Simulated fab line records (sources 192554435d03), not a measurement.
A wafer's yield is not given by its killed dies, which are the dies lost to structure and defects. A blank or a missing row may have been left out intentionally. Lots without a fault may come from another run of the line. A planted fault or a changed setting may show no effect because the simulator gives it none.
fab line records + flow n5Finfet
record:
- lots: 8
- wafers: 24
- lastDay: 18
route steps=1938 shown MOL_CONTACT_COAG@592 BEOL_M4@1111
lots untouched by any fault: they come from a run of this same line in which no faults occurred
startH: start of the lot's first displayed wafer, in hours after the record's first day + waitH: hours since the lot's step before + " unchanged from the row above + L1.1+2: one row covering several wafers at once + - either no value or no given start + * or withheld: withheld + < > ~ a bound
route shown NAME@n: names a module that has steps shown in the file, with the first one's number in the route + usual: the fault-free wafers' mean and standard deviation + same: alike in all rows + chamber/n: place in a boat + sites: per-site readings + _std_site: standard deviation of those values + _edge_site: outer sites' mean less inner sites' + radiusMm: how far each site lies from the wafer's centre + mask NAME#n: copy n + behind: tool/chamber where the wafer was last shaped + hold: what put the lot on hold/how long, in hours/how the hold closed + device: transistor that didn't switch, given as n, p or np + end of line: the tests these same wafers got at the end of their route + a step without rows: its recipe alone + killed: dies that structure and defects cost at the first sort, which is not the same as the wafer's yield + map: the dies of a wafer, with x for killed, . for not killed, _ for no die there
set.NAME: the setting the step ran with; set.NAME@STEP: the setting that earlier step ran with + model.NAME: the simulator's own value behind a step, which no gauge read
steps of the route over a sample of lots; a table a step, a row a wafer
services: a tool's chamber out of use, with start hour (startH, from the record's first day; less than 0 if before it), hours out, and reason
== steps ==
step: N5_MOL_CONTACT_COAG_CD_MEAS_137
recipe:
- targetCdNm: 16
usual:
- cdNm: 15.93/0.29
| lot.wafer | tool     | chamber | startH | waitH | cdNm  |
|-----------|----------|---------|--------|-------|-------|
| L724.1    | cdSem-02 | -       | 109.43 | 0.0   | 16.10 |
| L724.4    | "        | -       | "      | "     | 15.88 |
| L724.5    | "        | -       | "      | "     | 15.95 |
| L729.2    | cdSem-01 | -       | 136.28 | 0.0   | 15.94 |
| L729.4    | "        | -       | "      | "     | 15.80 |
| L729.6    | "        | -       | "      | "     | 16.14 |
| L730.1    | cdSem-01 | -       | 137.06 | 0.0   | 15.78 |
| L730.2    | "        | -       | "      | "     | 15.64 |
| L730.5    | "        | -       | "      | "     | 15.96 |
| L735.2    | cdSem-01 | -       | 169.96 | 0.0   | 15.37 |
| L735.5    | "        | -       | "      | "     | 15.65 |
| L735.6    | "        | -       | "      | "     | 15.66 |
| L736.1    | cdSem-02 | -       | 171.25 | 0.0   | 15.53 |
| L736.3    | "        | -       | "      | "     | 15.89 |
| L736.4    | "        | -       | "      | "     | 15.78 |
| L737.3    | cdSem-01 | -       | 174.45 | 0.0   | 15.65 |
| L737.5    | "        | -       | "      | "     | 15.62 |
| L737.6    | "        | -       | "      | "     | 16.02 |
| L745.3    | cdSem-01 | -       | 226.60 | 0.0   | 15.58 |
| L745.5    | "        | -       | "      | "     | 15.87 |
| L745.6    | "        | -       | "      | "     | 15.69 |
| L747.2    | cdSem-01 | -       | 239.39 | 0.0   | 15.90 |
| L747.4    | "        | -       | "      | "     | 15.70 |
| L747.6    | "        | -       | "      | "     | 15.80 |
step: N5_MOL_CONTACT_COAG_ETCH_67
recipe:
- chemistry: N2/H2
- target: SOC
- targetDepthA: 600
- overetchA: 210
- maskMaterial: SiARC
- tempC: 40
- timeS: 101.2
- ionEnergyEv: 200
- pressureMtorr: 30
- sourceW: 840
- biasW: 150
- n2FlowSccm: 200
- h2FlowSccm: 200
usual:
- biasW: 150.0/0.45
- chamberPressureMTorr: 30.001/0.026
- drypumpMotorCurrentA: 5.8/0.47
- oesProductAu: 0.66/0.053
- rfVppV: 524.3/2.3
- showerheadPlenumPTorr: 2.55/0.079
- tempC: 40.00/0.11
- throttleValvePct: 17.89/0.27
same:
- timeS: 101.2
| lot.wafer | tool       | chamber | startH | waitH | biasW | chamberPressureMTorr | drypumpMotorCurrentA | oesProductAu | rfHoursCounterH | rfVppV | showerheadPlenumPTorr | tempC | throttleValvePct |
|-----------|------------|---------|--------|-------|-------|----------------------|----------------------|--------------|-----------------|--------|-----------------------|-------|------------------|
| L724.1    | rieDiel-06 | 2       | 110.79 | 0.0   | 150.3 | 29.969               | 6.9                  | 0.65         | 152             | 521.7  | 2.53                  | 39.80 | 18.07            |
| L724.4    | "          | 0       | "      | "     | 150.4 | 29.985               | 5.8                  | 0.66         | 114             | 523.1  | 2.56                  | 40.07 | 17.83            |
| L724.5    | "          | 2       | "      | "     | 149.7 | 30.023               | 6.9                  | 0.64         | -               | 524.3  | 2.53                  | 40.02 | 18.07            |
| L729.2    | rieDiel-06 | 3       | 137.24 | 0.0   | 150.7 | 29.962               | 5.4                  | 0.71         | 71              | 525.4  | 2.58                  | 40.04 | 17.62            |
| L729.4    | "          | 1       | "      | "     | 150.5 | 29.992               | 5.8                  | 0.71         | 70              | 521.5  | 2.47                  | 39.81 | 18.08            |
| L729.6    | "          | 2       | "      | "     | 150.1 | 29.996               | 6.9                  | 0.64         | -               | 526.2  | 2.53                  | 40.02 | 18.10            |
| L730.1    | rieDiel-06 | 1       | 137.97 | 0.0   | 149.5 | 30.022               | 5.8                  | 0.70         | 70              | 522.5  | 2.47                  | 39.90 | 18.08            |
| L730.2    | "          | 2       | "      | "     | 150.1 | 30.004               | 6.8                  | 0.64         | 162             | 523.8  | 2.53                  | 40.03 | 18.08            |
| L730.5    | "          | 3       | "      | "     | 149.9 | 30.023               | 5.4                  | 0.71         | -               | 524.6  | 2.58                  | 40.24 | 17.62            |
| L735.2    | rieDiel-06 | 2       | 171.15 | 0.0   | 150.4 | 29.966               | 6.8                  | 0.63         | 174             | 522.4  | 2.52                  | 39.98 | 18.10            |
| L735.5    | "          | 1       | "      | "     | 149.7 | 29.985               | 5.8                  | 0.69         | -               | 520.9  | 2.46                  | 39.76 | 18.10            |
| L735.6    | "          | 2       | "      | "     | 150.0 | 29.992               | 6.9                  | 0.63         | -               | 523.1  | 2.52                  | 39.97 | 18.12            |
| L736.1    | rieDiel-03 | 2       | 172.37 | 0.0   | 150.5 | 30.010               | 5.7                  | 0.67         | 105             | 527.9  | 2.67                  | 40.05 | 17.86            |
| L736.3    | "          | 1       | "      | "     | 149.8 | 29.991               | 5.8                  | 0.75         | 32              | 528.9  | 2.69                  | 40.05 | 17.40            |
| L736.4    | "          | 0       | "      | "     | 149.9 | 29.992               | 6.0                  | 0.61         | 218             | 526.5  | 2.62                  | 40.04 | 18.19            |
| L737.3    | rieDiel-06 | 2       | 175.31 | 0.0   | 149.5 | 30.019               | 6.9                  | 0.62         | 175             | 524.2  | 2.52                  | 39.97 | 18.11            |
| L737.5    | "          | 3       | "      | "     | 150.0 | 29.988               | 5.4                  | 0.70         | -               | 524.2  | 2.57                  | 39.91 | 17.64            |
| L737.6    | "          | 2       | "      | "     | 150.1 | 30.017               | 6.8                  | 0.63         | -               | 524.0  | 2.52                  | 39.91 | 18.12            |
| L745.3    | rieDiel-06 | 1       | 227.51 | 0.0   | 150.3 | 30.006               | 5.8                  | 0.68         | 97              | 522.0  | 2.46                  | 40.00 | 18.13            |
| L745.5    | "          | 3       | "      | "     | 150.9 | 30.027               | 5.4                  | 0.68         | -               | 524.6  | 2.56                  | 40.13 | 17.68            |
| L745.6    | "          | 2       | "      | "     | 149.9 | 29.975               | 6.8                  | 0.62         | -               | 523.5  | 2.51                  | 40.04 | 18.14            |
| L747.2    | rieDiel-03 | 0       | 240.20 | 0.0   | 150.5 | 30.023               | 6.0                  | 0.59         | 243             | 525.8  | 2.61                  | 40.32 | 18.22            |
| L747.4    | "          | 2       | "      | "     | 149.8 | 29.983               | 5.7                  | 0.65         | 126             | 527.0  | 2.66                  | 39.94 | 17.90            |
| L747.6    | "          | 3       | "      | "     | 150.6 | 29.949               | 5.1                  | 0.58         | -               | 519.2  | 2.40                  | 40.00 | 18.01            |
step: N5_MOL_CONTACT_COAG_VIA_ETCH_117
recipe:
- chemistry: C4F6/O2
- targetDepthA: 400
- overetchA: 80
- maskMaterial: SOC
- target: SiO2
- biasW: 455
- pressureMtorr: 10
- timeS: 26
- sourceW: 325
- Ar_flow_sccm: 300
- C4F6_flow_sccm: 10
- O2_flow_sccm: 10
- ionEnergyEv: 575.3
- ends: endPoint
usual:
- biasW: 454.9/1.5
- chamberPressureMTorr: 10.001/0.0088
- drypumpMotorCurrentA: 5.8/0.47
- oesProductAu: 0.71/0.056
- rfVppV: 1591/10
- showerheadPlenumPTorr: 2.86/0.083
- throttleValvePct: 41.2/0.32
| lot.wafer | tool       | chamber | startH | waitH | biasW | chamberPressureMTorr | drypumpMotorCurrentA | oesProductAu | rfHoursCounterH | rfVppV | showerheadPlenumPTorr | throttleValvePct |
|-----------|------------|---------|--------|-------|-------|----------------------|----------------------|--------------|-----------------|--------|-----------------------|------------------|
| L724.1    | rieDiel-06 | 2       | 110.91 | 0.0   | 455.9 | 9.995                | 6.8                  | 0.69         | 152             | 1601   | 2.85                  | 41.5             |
| L724.4    | "          | 0       | "      | "     | 455.1 | 9.983                | 5.8                  | 0.70         | 114             | 1583   | 2.86                  | 41.0             |
| L724.5    | "          | 2       | "      | "     | 454.8 | 9.995                | 6.9                  | 0.68         | -               | 1600   | 2.85                  | 41.5             |
| L729.2    | rieDiel-06 | 3       | 137.36 | 0.0   | 454.7 | 10.009               | 5.4                  | 0.76         | 71              | 1599   | 2.88                  | 41.0             |
| L729.4    | "          | 1       | "      | "     | 452.2 | 10.003               | 5.8                  | 0.75         | 70              | 1576   | 2.76                  | 41.6             |
| L729.6    | "          | 2       | "      | "     | 455.3 | 9.990                | 6.8                  | 0.69         | -               | 1600   | 2.85                  | 41.5             |
| L730.1    | rieDiel-06 | 1       | 138.10 | 0.0   | 456.8 | 10.017               | 5.8                  | 0.74         | 70              | 1575   | 2.76                  | 41.6             |
| L730.2    | "          | 2       | "      | "     | 451.9 | 10.010               | 6.8                  | 0.68         | 162             | 1599   | 2.85                  | 41.5             |
| L730.5    | "          | 3       | "      | "     | 452.3 | 10.009               | 5.4                  | 0.76         | -               | 1599   | 2.88                  | 41.0             |
| L735.2    | rieDiel-06 | 2       | 171.28 | 0.0   | 453.0 | 10.010               | 6.8                  | 0.67         | 174             | 1599   | 2.84                  | 41.5             |
| L735.5    | "          | 1       | "      | "     | 454.6 | 10.010               | 5.8                  | 0.74         | -               | 1575   | 2.76                  | 41.6             |
| L735.6    | "          | 2       | "      | "     | 454.7 | 9.998                | 6.9                  | 0.67         | -               | 1599   | 2.84                  | 41.5             |
| L736.1    | rieDiel-03 | 2       | 172.50 | 0.0   | 455.8 | 10.010               | 5.6                  | 0.72         | 105             | 1603   | 2.97                  | 40.9             |
| L736.3    | "          | 1       | "      | "     | 455.9 | 10.018               | 5.8                  | 0.81         | 32              | 1585   | 3.01                  | 40.8             |
| L736.4    | "          | 0       | "      | "     | 457.9 | 10.008               | 6.0                  | 0.65         | 218             | 1596   | 2.93                  | 41.3             |
| L737.3    | rieDiel-06 | 2       | 175.43 | 0.0   | 452.7 | 9.997                | 6.8                  | 0.67         | 175             | 1601   | 2.84                  | 41.5             |
| L737.5    | "          | 3       | "      | "     | 454.3 | 10.007               | 5.4                  | 0.74         | -               | 1598   | 2.88                  | 41.1             |
| L737.6    | "          | 2       | "      | "     | 455.5 | 10.006               | 6.8                  | 0.67         | -               | 1599   | 2.84                  | 41.5             |
| L745.3    | rieDiel-06 | 1       | 227.63 | 0.0   | 452.5 | 10.005               | 5.7                  | 0.72         | 97              | 1575   | 2.75                  | 41.6             |
| L745.5    | "          | 3       | "      | "     | 453.5 | 9.999                | 5.4                  | 0.73         | -               | 1600   | 2.87                  | 41.1             |
| L745.6    | "          | 2       | "      | "     | 455.6 | 9.977                | 6.9                  | 0.66         | -               | 1597   | 2.83                  | 41.5             |
| L747.2    | rieDiel-03 | 0       | 240.32 | 0.0   | 455.9 | 10.002               | 6.0                  | 0.63         | 243             | 1596   | 2.91                  | 41.3             |
| L747.4    | "          | 2       | "      | "     | 455.1 | 10.003               | 5.6                  | 0.70         | 126             | 1601   | 2.97                  | 40.9             |
| L747.6    | "          | 3       | "      | "     | 454.4 | 10.000               | 5.1                  | 0.63         | -               | 1576   | 2.70                  | 41.3             |
step: N5_MOL_CONTACT_COAG_ETCH_124
recipe:
- chemistry: CH3F/O2
- target: SiNx
- targetDepthA: 65
- maskMaterial: SOC
- stopOn: SiOC
- overEtchFrac: 0.3
- ionEnergyEv: 120
- pressureMtorr: 30
- sourceW: 395
- biasW: 73
- Ar_flow_sccm: 150
- CH3F_flow_sccm: 30
- O2_flow_sccm: 20
- ends: endPoint
usual:
- biasW: 73.03/0.21
- chamberPressureMTorr: 30.003/0.027
- drypumpMotorCurrentA: 5.8/0.47
- oesProductAu: 0.68/0.055
- rfVppV: 298.1/2.2
- showerheadPlenumPTorr: 2.01/0.061
- throttleValvePct: 16.41/0.27
| lot.wafer | tool       | chamber | startH | waitH | biasW | chamberPressureMTorr | drypumpMotorCurrentA | oesProductAu | rfHoursCounterH | rfVppV | showerheadPlenumPTorr | throttleValvePct |
|-----------|------------|---------|--------|-------|-------|----------------------|----------------------|--------------|-----------------|--------|-----------------------|------------------|
| L724.1    | rieDiel-06 | 2       | 110.94 | 0.0   | 73.20 | 30.028               | 6.8                  | 0.66         | 152             | 299.6  | 2.01                  | 16.76            |
| L724.4    | "          | 0       | "      | "     | 72.94 | 30.067               | 5.7                  | 0.67         | 114             | 297.0  | 2.01                  | 16.34            |
| L724.5    | "          | 2       | "      | "     | 73.25 | 30.002               | 6.8                  | 0.65         | -               | 299.5  | 2.01                  | 16.76            |
| L729.2    | rieDiel-06 | 3       | 137.39 | 0.0   | 73.03 | 30.017               | 5.4                  | 0.73         | 71              | 299.8  | 2.03                  | 16.13            |
| L729.4    | "          | 1       | "      | "     | 72.86 | 29.949               | 5.8                  | 0.72         | 70              | 294.2  | 1.94                  | 16.53            |
| L729.6    | "          | 2       | "      | "     | 73.08 | 29.998               | 6.8                  | 0.65         | -               | 299.1  | 2.00                  | 16.79            |
| L730.1    | rieDiel-06 | 1       | 138.13 | 0.0   | 72.88 | 30.004               | 5.7                  | 0.71         | 70              | 295.5  | 1.94                  | 16.52            |
| L730.2    | "          | 2       | "      | "     | 73.33 | 29.986               | 6.8                  | 0.65         | 162             | 298.9  | 2.00                  | 16.78            |
| L730.5    | "          | 3       | "      | "     | 72.85 | 29.939               | 5.4                  | 0.74         | -               | 300.8  | 2.03                  | 16.11            |
| L735.2    | rieDiel-06 | 2       | 171.31 | 0.0   | 72.97 | 29.992               | 6.8                  | 0.64         | 174             | 300.8  | 2.00                  | 16.81            |
| L735.5    | "          | 1       | "      | "     | 72.82 | 30.047               | 5.8                  | 0.71         | -               | 294.5  | 1.94                  | 16.53            |
| L735.6    | "          | 2       | "      | "     | 73.45 | 29.958               | 6.9                  | 0.64         | -               | 299.6  | 2.00                  | 16.81            |
| L736.1    | rieDiel-03 | 2       | 172.53 | 0.0   | 72.82 | 29.994               | 5.6                  | 0.69         | 105             | 299.9  | 2.10                  | 16.44            |
| L736.3    | "          | 1       | "      | "     | 73.27 | 30.024               | 5.8                  | 0.76         | 32              | 296.1  | 2.13                  | 15.97            |
| L736.4    | "          | 0       | "      | "     | 73.05 | 30.011               | 6.0                  | 0.62         | 218             | 298.7  | 2.06                  | 16.64            |
| L737.3    | rieDiel-06 | 2       | 175.46 | 0.0   | 73.01 | 30.031               | 6.8                  | 0.64         | 175             | 299.8  | 2.00                  | 16.79            |
| L737.5    | "          | 3       | "      | "     | 73.17 | 30.011               | 5.4                  | 0.72         | -               | 300.1  | 2.03                  | 16.15            |
| L737.6    | "          | 2       | "      | "     | 72.89 | 30.020               | 6.8                  | 0.64         | -               | 298.8  | 2.00                  | 16.80            |
| L745.3    | rieDiel-06 | 1       | 227.66 | 0.0   | 98.45 | 30.041               | 5.8                  | 0.69         | 97              | 376.8  | 1.94                  | 16.58            |
| L745.5    | "          | 3       | "      | "     | 72.81 | 29.986               | 5.4                  | 0.70         | -               | 299.4  | 2.02                  | 16.17            |
| L745.6    | "          | 2       | "      | "     | 73.25 | 29.994               | 6.8                  | 0.63         | -               | 299.2  | 1.99                  | 16.85            |
| L747.2    | rieDiel-03 | 0       | 240.35 | 0.0   | 73.17 | 29.985               | 6.0                  | 0.60         | 243             | 299.2  | 2.05                  | 16.70            |
| L747.4    | "          | 2       | "      | "     | 73.22 | 29.952               | 5.7                  | 0.67         | 126             | 299.8  | 2.09                  | 16.47            |
| L747.6    | "          | 3       | "      | "     | 72.77 | 30.011               | 5.1                  | 0.59         | -               | 293.9  | 1.89                  | 16.59            |
step: N5_BEOL_M4_RC_MEAS_101
usual:
- DIBL_N: 36.3/1.2
- DIBL_P: 36.3/1.4
- IOFF_N: 0.157/0.02
- IOFF_P: 0.22/0.033
- ION_N: 675/9.6
- ION_P: 465/8.2
- SS_N: 71.4/0.45
- SS_P: 73.3/0.54
- VT_N: 249.8/2.5
- VT_P: -249/3.2
| lot.wafer | tool      | chamber | startH | waitH | DIBL_N[mV/V] | DIBL_P[mV/V] | IOFF_N[nA/um] | IOFF_P[nA/um] | ION_N[uA/um] | ION_P[uA/um] | SS_N[mV/dec] | SS_P[mV/dec] | VT_N[mV] | VT_P[mV] |
|-----------|-----------|---------|--------|-------|--------------|--------------|---------------|---------------|--------------|--------------|--------------|--------------|----------|----------|
| L724.1    | prober-01 | 0       | 170.35 | 0.0   | 37.2         | 38.5         | 0.169         | 0.23          | 681          | 466          | 71.4         | 72.8         | 246.2    | -249     |
| L724.4    | "         | 0       | "      | "     | 36.6         | 37.3         | 0.150         | 0.21          | 676          | 467          | 71.6         | 72.7         | 249.8    | -251     |
| L724.5    | "         | 0       | "      | "     | 35.3         | 36.4         | 0.137         | 0.20          | 661          | 457          | 71.5         | 73.0         | 251.9    | -252     |
| L729.2    | prober-02 | 0       | 231.51 | 0.2   | 37.3         | 37.8         | 0.178         | 0.22          | 683          | 471          | 72.2         | 72.9         | 244.7    | -250     |
| L729.4    | "         | 0       | "      | "     | 37.8         | 38.3         | 0.186         | 0.24          | 679          | 472          | 72.5         | 73.4         | 248.3    | -250     |
| L729.6    | "         | 0       | "      | "     | 36.0         | 35.7         | 0.139         | 0.19          | 670          | 463          | 71.3         | 72.7         | 251.5    | -252     |
| L730.1    | prober-01 | 0       | 234.87 | 0.0   | 36.2         | 35.5         | 0.137         | 0.18          | 668          | 456          | 71.4         | 73.1         | 252.1    | -252     |
| L730.2    | "         | 0       | "      | "     | 37.5         | 37.2         | 0.155         | 0.21          | 684          | 468          | 71.9         | 73.3         | 253.2    | -252     |
| L730.5    | "         | 0       | "      | "     | 36.2         | 35.9         | 0.140         | 0.18          | 673          | 459          | 71.1         | 72.8         | 251.5    | -253     |
| L737.3    | prober-01 | 0       | 252.24 | 0.3   | 34.5         | 34.8         | 0.155         | 0.19          | 679          | 468          | 71.6         | 73.8         | 249.4    | -252     |
| L737.5    | "         | 0       | "      | "     | 34.2         | 34.3         | 0.146         | 0.18          | 681          | 459          | 70.7         | 72.8         | 247.7    | -255     |
| L737.6    | "         | 0       | "      | "     | 33.8         | 34.0         | 0.141         | 0.17          | 670          | 459          | 71.5         | 72.9         | 248.8    | -256     |
| L735.2    | prober-01 | 0       | 263.83 | 0.2   | 37.4         | 38.4         | 0.177         | 0.21          | 680          | 462          | 72.0         | 73.6         | 248.5    | -253     |
| L735.5    | "         | 0       | "      | "     | 36.5         | 36.9         | 0.157         | 0.18          | 669          | 459          | 71.7         | 73.1         | 249.4    | -253     |
| L735.6    | "         | 0       | "      | "     | 36.8         | 36.2         | 0.153         | 0.18          | 665          | 451          | 72.0         | 73.3         | 250.3    | -254     |
| L736.1    | prober-01 | 0       | 269.43 | 0.0   | 37.2         | 37.3         | 0.182         | 0.25          | 680          | 475          | 71.3         | 73.5         | 248.5    | -246     |
| L736.3    | "         | 0       | "      | "     | 35.8         | 36.4         | 0.173         | 0.24          | 680          | 472          | 71.3         | 73.9         | 249.2    | -245     |
| L736.4    | "         | 0       | "      | "     | 36.2         | 36.6         | 0.173         | 0.23          | 677          | 465          | 71.1         | 72.8         | 247.7    | -246     |
| L745.3    | prober-02 | 0       | 315.34 | 0.3   | 37.2         | 37.3         | 0.186         | 0.26          | 691          | 481          | 71.4         | 74.0         | 247.1    | -246     |
| L745.5    | "         | 0       | "      | "     | 37.1         | 36.7         | 0.174         | 0.25          | 683          | 473          | 71.6         | 74.1         | 249.6    | -247     |
| L745.6    | "         | 0       | "      | "     | 35.9         | 34.6         | 0.154         | 0.22          | 689          | 474          | 70.7         | 73.9         | 253.2    | -250     |
| L747.2    | prober-02 | 0       | 331.82 | 0.2   | 38.2         | 39.2         | 0.187         | 0.29          | 688          | 471          | 71.6         | 74.1         | 249.0    | -242     |
| L747.4    | "         | 0       | "      | "     | 34.8         | 34.9         | 0.119         | 0.20          | 665          | 470          | 70.4         | 72.6         | 251.8    | -248     |
| L747.6    | "         | 0       | "      | "     | 39.5         | 40.7         | 0.208         | 0.34          | 685          | 478          | 71.7         | 74.1         | 247.2    | -243     |
== services ==
| tool       | chamber | startH | hours | kind   |
|------------|---------|--------|-------|--------|
| rieDiel-06 | -       | 174.50 | 0.2   | repair |
| rieDiel-03 | 1       | 191.39 | 1.3   | repair |
== key ==
firstSign:
- step: N5_MOL_CONTACT_COAG_ETCH_124
- reading: biasW
- direction: up
- sigmas: 99+
- usual: *
- struck: *
effect:
- step: N5_MOL_CONTACT_COAG_ETCH_124
- reading: rfVppV
- direction: up
- sigmas: 35
- usual: 298.1
- struck: 376.8
metAt N5_MOL_CONTACT_COAG_ETCH_124
struckLots L745
struckWafers L745.3
notActingAt N5_MOL_CONTACT_COAG_CD_MEAS_137,N5_MOL_CONTACT_COAG_ETCH_67,N5_MOL_CONTACT_COAG_VIA_ETCH_117
onsetBetween 171.31 227.66
fault:
- kind: processParameterDrift
- tool: rieDiel-06
- chamber: 1
- onsetH: 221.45
- steps: N5_MOL_CONTACT_COAG_ETCH_124
- channel: biasW
- offset: *
- shape: step
- endH: 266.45
- actsIn: *
- stated: *
